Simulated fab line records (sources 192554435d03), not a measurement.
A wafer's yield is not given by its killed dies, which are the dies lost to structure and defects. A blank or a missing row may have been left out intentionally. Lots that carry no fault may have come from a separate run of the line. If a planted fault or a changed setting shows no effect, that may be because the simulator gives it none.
Problem report, 8D (eight disciplines) form, completed by code / flow n5-finfet / the parts of the form that need people (team, actions taken, sign-off) are left out
Where a reading is given only as a bound, like >300, the bound stands for it, and a mean or a difference that rests on one is marked > or <: the true number lies beyond.

== 1. THE PROBLEM ==
raw-defect-count at N5_BEOL_M12_INSPECT_55 reads a mean of 872 on 9 wafers of 3 lots; wafers without a fault read 68 with a standard deviation of 26. Relative to the usual mean, that is a shift of +31 standard deviations.
The step: inspects for defects (darkfield).
First seen on wafer L923.1, day 13 06:05, on defect-inspect-01. The record holds 33 wafers of 11 lots with a number at this step. By rule, "out" or "out of limits" means more than 4 standard deviations away from the usual mean. Any other wafer with a number is counted as sound.

== 2. WHAT IT IS; WHAT IT IS NOT ==
question=which readings at this step | is=raw-defect-count | is not=-
question=which lots | is=L922, L923, L925 | is not=L917, L918, L919, L920, L933, L936, L938, L939
question=which wafers of those lots | is=all that have a number | is not=-
question=read on which gauges | is=defect-inspect-01, defect-inspect-02 | is not=-
question=when | is=from day 13 06:05 | is not=up to then (12 sound wafers); but 12 sound wafers of L933, L936, L938, L939 came after

== 3. SUSPECTS, AND WHAT RULES EACH OUT ==
Counting: a tool at any process step up to the reading remains a suspect when it ran all the lots that are out and ran no sound lot after the first of those.
- ruled out: the gauge at N5_BEOL_M12_INSPECT_55. 2 gauges (defect-inspect-01, defect-inspect-02) read the wafers that are out.
- pecvd-01 at N5_BEOL_M12_PRE_CLEAN_52 (time 15 s): ruled out as a lasting fault. After its first lot that is out, L923 (day 13 05:59), sound lots L936, L938, L939 ran on it.
Left after counting: nothing in the record.

== 4. THE CAUSE (what the simulator had put in) ==
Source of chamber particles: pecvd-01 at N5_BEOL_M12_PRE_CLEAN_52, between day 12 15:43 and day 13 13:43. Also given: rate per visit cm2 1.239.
It was ruled out by counting, in error; the rule expects a fault to strike all lots run on its tool from its start on, and this fault did not.

== 5. THE EFFECT CHAIN, in route order ==
One row per reading whose mean, taken over the struck wafers that have a number, lies over 3 standard deviations from the usual. Only readings whose record carries a usual standard deviation are examined. hours: median over the lots of the time between each lot's start at the first step of this table that gives one and its start at this step. sigmas: the change, counted in usual standard deviations.
hours=0; step=N5_BEOL_M12_INSPECT_55; reading=raw-defect-count; usual=68; on struck wafers=872; change=+804; sigmas=+31
hours=1; step=N5_BEOL_M13_INSPECT_12; reading=raw-defect-count; usual=2.1; on struck wafers=>300; change=>+298; sigmas=+99 or more
hours=31; step=N5_PASSIVATION_PROBE_49; reading=defect-limited-yield; usual=91.4 %; on struck wafers=80.6; change=-10.8; sigmas=-7.2
hours=31; step=N5_PASSIVATION_PROBE_49; reading=killed_at_M4_up; usual=13; on struck wafers=145; change=+132; sigmas=+23
hours=31; step=N5_PASSIVATION_PROBE_49; reading=killed-dies; usual=101; on struck wafers=229; change=+128; sigmas=+7.1
hours=31; step=N5_PASSIVATION_PROBE_49; reading=sort_bin_5_function; usual=5.0 %; on struck wafers=11.7; change=+6.7; sigmas=+6.7
hours=31; step=N5_PASSIVATION_PROBE_49; reading=sort-n-pass; usual=1079; on struck wafers=951; change=-128; sigmas=-7.1
hours=31; step=N5_PASSIVATION_PROBE_49; reading=sort-yield-pct; usual=91.4 %; on struck wafers=80.6; change=-10.8; sigmas=-7.2
Process steps it contains:
- N5_PASSIVATION_PROBE_49
At these later measuring or inspecting steps, every struck wafer for which the step has a row has a number for every such reading, and none has moved that far: N5_BEOL_M13_THK_MEAS_01.

== 6. HOW IT WOULD HAVE BEEN CAUGHT EARLIER ==
14 hours passed between the start of the fault at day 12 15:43 and the first reading out of limits at a measuring or inspecting step in this record, taken at day 13 06:05.
